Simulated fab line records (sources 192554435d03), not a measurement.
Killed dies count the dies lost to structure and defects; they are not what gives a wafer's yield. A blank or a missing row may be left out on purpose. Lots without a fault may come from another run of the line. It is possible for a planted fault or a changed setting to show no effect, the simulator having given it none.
fab line records	flow n5-finfet
record lots=9	wafers=27	last-day=17
route steps=1938 shown ZERO_LAYER@14 WELL_APT@29 BEOL_M4@1111 PASSIVATION@1936
lots that met no fault: from a run of the same line without faults
start-h: the number of hours between the record's first day and the start of the first shown wafer of the lot	wait-h: hours elapsed since this lot's preceding step	" unchanged from the row above	L1.1+2: a row that stands for several wafers	- either no value or no given start	* or withheld: withheld	< > ~ a bound
route shown NAME@n: NAME is a module with steps in the file, n the number in the route of the first one	usual: mean/standard deviation taken from wafers without a fault	same: alike in all rows	chamber/n: place in a boat	sites: per-site readings	_std_site: their standard deviation	_edge_site: mean of outer sites minus mean of inner sites	radius-mm: how far each site lies from the wafer's centre	mask NAME#n: copy n	behind: the most recent tool/chamber to have shaped the wafer	hold: why the lot was held/for how many hours/how that ended	device: which transistor (n, p or np) failed to switch	end of line: the route-end tests of the same wafers	step lacking rows: just its recipe	killed: dies that structure and defects cost at the first sort, which is not the same as the wafer's yield	map: per-die view of a wafer (x killed, . not killed, _ where there is no die)
set.NAME: the setting as run; set.NAME@STEP: as run at that earlier step	model.NAME: the simulator's own value behind a step, which no gauge read
one table for each step of the route and one row for each wafer, over a sample of lots
services: the hour from which a tool's chamber was out of use, counted from the record's first day as start-h (under 0 if before that day), plus the number of hours and why
## steps
# step N5_ZERO_LAYER_DESCUM_16
# recipe chemistry=O2	time-s=7.9	source-power-w=50	bias-power-w=20	pressure-mtorr=20	rf-frequency-hz=2.712e+07	temp-c=40	o2-flow-sccm=225
# usual chamber-pressure-mTorr=19.998/0.017	drypump-motor-current-A=5.6/0.57	oes-product-au=0.76/0.067	rf-vpp-V=243.1/1.5	showerhead-plenum-p-Torr=2.10/0.091	throttle-valve-pct=20.38/0.18
lot.wafer	tool	chamber	start-h	wait-h	chamber-pressure-mTorr	drypump-motor-current-A	oes-product-au	rf-hours-counter-h	rf-vpp-V	showerhead-plenum-p-Torr	throttle-valve-pct
L529.2	rie-diel-05	1	12.80	0.0	20.004	6.0	0.71	202	242.6	2.08	20.63
L529.5	"	1	"	"	20.016	6.0	0.70	-	242.0	2.08	20.64
L529.6	"	2	"	"	20.021	6.2	0.75	-	241.5	2.03	20.55
L533.1	rie-diel-01	3	36.80	0.0	20.007	4.9	0.70	204	243.6	2.16	20.27
L533.3	"	2	"	"	19.994	6.3	0.78	135	242.9	2.18	20.62
L533.6	"	1	"	"	20.001	5.8	0.67	-	241.0	1.98	20.57
L537.1	rie-diel-01	1	60.83	0.0	20.019	5.8	0.66	248	241.1	1.97	20.57
L537.4	"	2	"	"	19.988	6.4	0.77	141	243.2	2.17	20.63
L537.6	"	2	"	"	20.023	6.4	0.77	-	245.2	2.17	20.62
L538.1	rie-diel-05	1	66.68	0.0	19.983	6.0	0.69	218	243.9	2.07	20.65
L538.2	"	2	"	"	20.004	6.2	0.75	142	240.8	2.02	20.57
L538.4	"	0	"	"	20.015	4.7	0.97	3	242.2	2.05	20.10
L539.3	rie-diel-01	2	72.98	0.2	19.998	6.4	0.77	145	244.3	2.17	20.62
L539.5	"	2	"	"	20.015	6.3	0.77	-	243.9	2.17	20.64
L539.6	"	3	"	"	19.979	4.9	0.70	-	243.0	2.15	20.29
L545.1	rie-diel-01	2	108.80	0.0	19.994	6.4	0.75	159	244.6	2.17	20.65
L545.3	"	0	"	"	20.018	6.0	0.69	226	245.3	2.16	20.61
L545.6	"	3	"	"	20.003	4.9	0.68	-	244.5	2.15	20.32
L546.4	rie-diel-03	2	114.72	0.1	19.995	5.1	0.76	-	244.9	2.19	20.33
L546.5	"	3	"	"	19.979	5.2	0.79	-	240.6	1.94	20.17
L546.6	"	0	"	"	19.986	5.4	0.72	-	243.4	2.17	20.40
L547.1	rie-diel-03	2	120.81	0.0	19.984	5.2	0.76	134	245.0	2.19	20.33
L547.4	"	3	"	"	19.985	5.2	0.78	-	240.5	1.93	20.17
L547.6	"	0	"	"	20.002	5.3	0.72	-	244.9	2.17	20.39
L552.1	rie-diel-01	1	150.81	0.0	19.977	5.8	0.93	21	245.0	2.23	20.20
L552.4	"	0	"	"	19.990	6.0	0.69	242	244.4	2.16	20.64
L552.5	"	1	"	"	19.976	5.8	0.93	-	244.8	2.23	20.20
# step N5_WELL_APT_OVL_MEAS_09
# recipe points-per-wafer=44
# usual NWELL_OVL=0/5.3
lot.wafer	tool	chamber	start-h	wait-h	NWELL_OVL[nm]
L529.2	overlay-01	0	13.74	0.0	-10
L529.5	"	0	"	"	1
L529.6	"	0	"	"	-3
L533.1	overlay-02	0	37.84	0.0	-6
L533.3	"	0	"	"	-2
L533.6	"	0	"	"	-10
L537.1	overlay-02	0	61.86	0.0	-5
L537.4	"	0	"	"	5
L537.6	"	0	"	"	-4
L538.1	overlay-02	0	67.59	0.0	6
L538.2	"	0	"	"	1
L538.4	"	0	"	"	8
L539.3	overlay-01	0	74.03	0.0	2
L539.5	"	0	"	"	0
L539.6	"	0	"	"	-6
L545.1	overlay-01	0	109.93	0.0	2
L545.3	"	0	"	"	3
L545.6	"	0	"	"	-5
L546.4	overlay-02	0	115.76	0.0	9
L546.5	"	0	"	"	8
L546.6	"	0	"	"	0
L547.1	overlay-02	0	121.84	0.0	-6
L547.4	"	0	"	"	-2
L547.6	"	0	"	"	6
L552.1	overlay-02	0	151.72	0.0	3
L552.4	"	0	"	"	4
L552.5	"	0	"	"	11
# step N5_WELL_APT_IMPLANT_31
# recipe species=B	energy-kev=60	dose-cm2=1.5e+13	tilt-deg=0	rotation-deg=0
# usual beam-on-s=9.98/0.2	dose-ions-cm2=1.5e+13/1.8e+10	faraday-current-uA=191/3.8	tilt-deg=0.003/0.018
lot.wafer	tool	chamber	start-h	wait-h	beam-on-s	dose-ions-cm2	faraday-current-uA	tilt-deg
L529.2	implanter-01	0	15.07	0.1	9.77	1.4974e+13	195	0.006
L529.5	"	0	"	"	10.21	1.5004e+13	186	0.026
L529.6	"	0	"	"	9.96	1.5007e+13	191	-0.003
L533.1	implanter-02	0	39.28	0.1	9.99	1.4986e+13	191	0.014
L533.3	"	0	"	"	10.13	1.4981e+13	188	0.018
L533.6	"	0	"	"	9.89	1.5019e+13	192	0.002
L537.1	implanter-02	0	63.24	0.1	9.83	1.4982e+13	192	-0.009
L537.4	"	0	"	"	9.86	1.4996e+13	194	-0.023
L537.6	"	0	"	"	10.14	1.4972e+13	187	0.001
L538.1	implanter-01	0	69.00	0.1	9.74	1.5036e+13	195	0.011
L538.2	"	0	"	"	9.93	1.5023e+13	191	-0.015
L538.4	"	0	"	"	10.13	1.5012e+13	188	0.001
L539.3	implanter-01	0	75.47	0.2	9.87	1.4971e+13	192	0.012
L539.5	"	0	"	"	10.23	1.4969e+13	186	-0.002
L539.6	"	0	"	"	10.26	1.4994e+13	186	0.029
L545.1	implanter-01	0	111.82	0.1	9.87	1.3796e+13	177	-0.010
L545.3	"	0	"	"	10.52	1.3784e+13	167	0.023
L545.6	"	0	"	"	9.64	1.3787e+13	181	0.003
L546.4	implanter-01	0	117.27	0.2	9.75	1.379e+13	179	-0.004
L546.5	"	0	"	"	10.10	1.3794e+13	174	-0.031
L546.6	"	0	"	"	9.93	1.3774e+13	176	-0.025
L547.1	implanter-02	0	123.90	0.1	10.23	1.4985e+13	186	-0.018
L547.4	"	0	"	"	9.59	1.4989e+13	197	0.011
L547.6	"	0	"	"	10.15	1.5009e+13	188	0.007
L552.1	implanter-02	0	152.99	0.1	10.01	1.5013e+13	190	-0.011
L552.4	"	0	"	"	9.93	1.4982e+13	192	-0.021
L552.5	"	0	"	"	9.84	1.5014e+13	193	0.007
# step N5_WELL_APT_INSPECT_38
# recipe inspect-instrument=darkfield	mode=post-epi
# usual raw-defect-count=15/5.7
lot.wafer	tool	chamber	start-h	wait-h	raw-defect-count
L529.2	defect-inspect-02	-	16.72	0.4	15
L529.5	"	-	"	"	18
L529.6	"	-	"	"	6
L533.1	defect-inspect-02	-	41.43	0.7	16
L533.3	"	-	"	"	12
L533.6	"	-	"	"	6
L537.1	defect-inspect-02	-	64.99	0.7	19
L537.4	"	-	"	"	22
L537.6	"	-	"	"	10
L538.1	defect-inspect-01	-	70.78	0.7	14
L538.2	"	-	"	"	11
L538.4	"	-	"	"	11
L539.3	defect-inspect-01	-	77.16	0.5	17
L539.5	"	-	"	"	12
L539.6	"	-	"	"	12
L545.1	defect-inspect-02	-	113.36	0.5	20
L545.3	"	-	"	"	15
L545.6	"	-	"	"	21
L546.4	defect-inspect-02	-	118.79	0.2	22
L546.5	"	-	"	"	17
L546.6	"	-	"	"	9
L547.1	defect-inspect-01	-	125.44	0.5	14
L547.4	"	-	"	"	14
L547.6	"	-	"	"	15
L552.1	defect-inspect-01	-	154.56	0.5	8
L552.4	"	-	"	"	11
L552.5	"	-	"	"	13
# step N5_BEOL_M4_RC_MEAS_101
# usual DIBL_N=36.3/1	DIBL_P=36.2/1.4	IOFF_N=0.157/0.021	IOFF_P=0.206/0.025	ION_N=673/9	ION_P=461/6.4	RS_PWELL=3006/23	SS_N=71.5/0.5	SS_P=73.2/0.47	VT_N=249.9/2.4	VT_P=-250.6/2.9
lot.wafer	tool	chamber	start-h	wait-h	DIBL_N[mV/V]	DIBL_P[mV/V]	IOFF_N[nA/um]	IOFF_P[nA/um]	ION_N[uA/um]	ION_P[uA/um]	RS_PWELL[ohm/sq]	SS_N[mV/dec]	SS_P[mV/dec]	VT_N[mV]	VT_P[mV]
L529.2	prober-01	0	168.26	0.2	35.0	35.5	0.131	0.174	674	456	3004	71.2	72.7	252.7	-254.4
L529.5	"	0	"	"	35.3	34.7	0.128	0.170	664	452	3019	71.7	73.0	252.4	-255.1
L529.6	"	0	"	"	35.6	35.7	0.131	0.179	665	456	2965	70.8	72.5	254.0	-254.1
L533.1	prober-01	0	203.23	0.0	35.1	35.5	0.132	0.191	675	465	2986	70.5	72.7	252.1	-252.4
L533.3	"	0	"	"	36.8	37.4	0.159	0.221	679	471	3004	71.0	73.3	246.7	-248.8
L533.6	"	0	"	"	36.6	37.1	0.158	0.216	679	464	3009	71.9	72.9	248.5	-251.5
L537.1	prober-02	0	206.44	0.0	36.2	35.7	0.148	0.186	673	457	2988	71.8	73.9	250.7	-252.1
L537.4	"	0	"	"	36.6	35.6	0.154	0.178	675	456	2992	71.9	72.4	248.6	-251.9
L537.6	"	0	"	"	36.2	35.8	0.151	0.182	677	467	3008	71.1	73.3	250.7	-252.5
L538.1	prober-02	0	211.26	0.0	35.4	35.4	0.140	0.180	663	451	3002	70.8	73.5	252.7	-250.7
L538.2	"	0	"	"	36.5	36.8	0.175	0.203	685	465	3002	72.0	73.5	246.5	-250.9
L538.4	"	0	"	"	36.2	35.5	0.159	0.186	661	450	3006	71.9	73.4	250.9	-254.0
L539.3	prober-02	0	215.13	0.3	35.7	34.6	0.132	0.177	668	458	3049	71.7	72.9	250.7	-251.9
L539.5	"	0	"	"	37.5	36.7	0.153	0.205	664	458	3017	71.8	73.6	251.9	-251.3
L539.6	"	0	"	"	35.7	34.4	0.135	0.174	659	456	3056	71.9	72.6	251.5	-251.5
L545.1	prober-01	0	255.63	0.0	36.5	35.7	0.142	0.199	665	454	3171	71.3	73.1	250.0	-250.1
L545.3	"	0	"	"	38.0	37.5	0.169	0.228	666	463	3208	71.4	73.5	249.7	-248.1
L545.6	"	0	"	"	36.4	35.4	0.138	0.196	658	456	3196	71.1	73.1	250.6	-253.0
L546.4	prober-02	0	268.79	0.5	35.6	35.9	0.151	0.179	665	455	3198	70.6	73.3	248.0	-254.9
L546.5	"	0	"	"	36.8	37.1	0.173	0.206	666	455	3212	71.6	72.8	250.0	-251.5
L546.6	"	0	"	"	36.5	37.8	0.172	0.214	678	463	3164	71.6	73.4	248.5	-252.5
L547.1	prober-01	0	271.10	0.0	37.3	38.0	0.173	0.249	690	471	3020	72.1	73.8	249.4	-244.6
L547.4	"	0	"	"	37.6	38.4	0.181	0.255	685	480	3019	72.4	73.7	245.4	-244.6
L547.6	"	0	"	"	36.7	36.6	0.157	0.226	674	466	3010	72.5	72.7	247.9	-248.5
L552.1	prober-02	0	306.57	0.0	36.6	39.0	0.183	0.210	688	469	2993	71.7	73.4	246.7	-247.7
L552.4	"	0	"	"	37.6	40.5	0.208	0.230	697	462	2979	71.7	73.7	247.3	-248.8
L552.5	"	0	"	"	36.7	38.5	0.187	0.207	686	462	2990	72.0	73.4	246.2	-249.5
# step N5_PASSIVATION_PROBE_49
# usual defect-limited-yield=91.1/1.3	killed_at_M0_to_M3=36/10	killed_at_M4_up=14/4.4	killed-at-contacts=14/5.7	killed-at-front-end=39/9.4	killed-at-other=2.9/2.6	killed-dies=105/15	killed-open=70/12	killed-short=34/7.1	sort_bin_5_function=5.3/0.77	sort_bin_6_memory=3.3/0.66	sort-n-pass=1075/15	sort-yield-pct=91.1/1.3
# same gross-dies=1180	killed-at-back-side=0	sort_bin_4_leakage[%]=0	sort_bin_8_speed[%]=0
lot.wafer	tool	chamber	start-h	wait-h	defect-limited-yield[%]	killed_at_M0_to_M3	killed_at_M4_up	killed-at-contacts	killed-at-front-end	killed-at-other	killed-dies	killed-open	killed-short	sort_bin_5_function[%]	sort_bin_6_memory[%]	sort-n-pass	sort-yield-pct[%]
L545.1	prober-02	-	351.94	0.0	92.0	35	9	10	40	0	94	60	34	4.5	3.2	1086	92.0
L545.3	prober-02	-	352.04	0.1	92.1	27	13	14	37	2	93	63	30	4.7	3.2	1087	92.1
L545.6	prober-02	-	352.19	0.3	90.3	48	11	21	33	2	115	83	31	6.0	3.4	1065	90.3
# killed by level:class
L545.1 BEOL_M2:geometric-particle:open=9 FIN_SAQP:geometric-particle:short=8 STI_FIN_REVEAL:geometric-particle:open=7 FIN_SAQP:geometric-particle:open=5 DUMMY_GATE:geometric-particle:open=5 MOL_CONTACT_COAG:geometric-particle:short=5 MOL_CONTACT_COAG:geometric-particle:open=5 BEOL_M0_SAQP:geometric-particle:open=5
L545.3 STI_FIN_REVEAL:geometric-particle:open=12 MOL_CONTACT_COAG:geometric-particle:open=12 BEOL_M1:geometric-particle:open=10 FIN_SAQP:geometric-particle:short=5 GATE_CUT:geometric-particle:short=5 FIN_SAQP:geometric-particle:open=4 BEOL_M6:geometric-particle:open=4 BEOL_M2:geometric-particle:open=4
L545.6 MOL_CONTACT_COAG:geometric-particle:open=20 BEOL_M1:geometric-particle:open=12 BEOL_M0_SAQP:geometric-particle:open=9 BEOL_M3:geometric-particle:open=9 FIN_SAQP:geometric-particle:open=7 BEOL_M0_SAQP:geometric-particle:short=7 FIN_SAQP:geometric-particle:short=6 STI_FIN_REVEAL:geometric-particle:open=4
## services
tool	chamber	start-h	hours	kind
rie-diel-03	2	3.00	64.7	repair
implanter-01	-	20.69	5.3	pm
implanter-01	-	27.53	2.8	repair
rie-diel-05	0	32.03	-	clean
rie-diel-05	0	32.03	-	consumable-replace:focus-ring
rie-diel-05	0	32.03	23.1	scheduled-down
rie-diel-05	0	32.03	23.1	vent-cycle
implanter-02	-	52.08	1.8	repair
rie-diel-05	-	61.15	0.7	repair
implanter-01	-	61.21	4.0	repair
rie-diel-01	1	67.90	-	clean
rie-diel-01	1	67.90	-	consumable-replace:focus-ring
rie-diel-01	1	67.90	-	consumable-replace:showerhead
rie-diel-01	1	67.90	21.2	scheduled-down
rie-diel-01	1	67.90	21.2	vent-cycle
implanter-02	-	69.66	13.1	pm
rie-diel-05	-	76.88	0.9	repair
implanter-01	-	82.19	8.3	repair
rie-diel-03	1	95.95	26.3	repair
rie-diel-05	2	110.34	6.6	repair
rie-diel-05	-	125.78	2.8	pm
rie-diel-01	3	132.83	3.4	repair
rie-diel-03	-	137.82	2.8	pm
## key
first-sign step=N5_WELL_APT_IMPLANT_31	reading=dose-ions-cm2	direction=down	sigmas=66	usual=1.5e+13	struck=1.3788e+13
effect step=N5_WELL_APT_IMPLANT_31	reading=faraday-current-uA	direction=down	sigmas=4	usual=191	struck=176
effect step=N5_BEOL_M4_RC_MEAS_101	reading=RS_PWELL	direction=up	sigmas=8.1	usual=3006	struck=3192
met-at N5_WELL_APT_IMPLANT_31
struck-lots L545,L546
not-acting-at N5_ZERO_LAYER_DESCUM_16,N5_WELL_APT_OVL_MEAS_09,N5_WELL_APT_INSPECT_38
onset-between 75.47 111.82
fault kind=process-parameter-drift	tool=implanter-01	chamber=-	onset-h=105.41	steps=N5_WELL_APT_IMPLANT_31	channel=dose-cm2	offset=-1.2287e+12	shape=step	end-h=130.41	acts-in=these-recipes-only	stated=1.5e+13
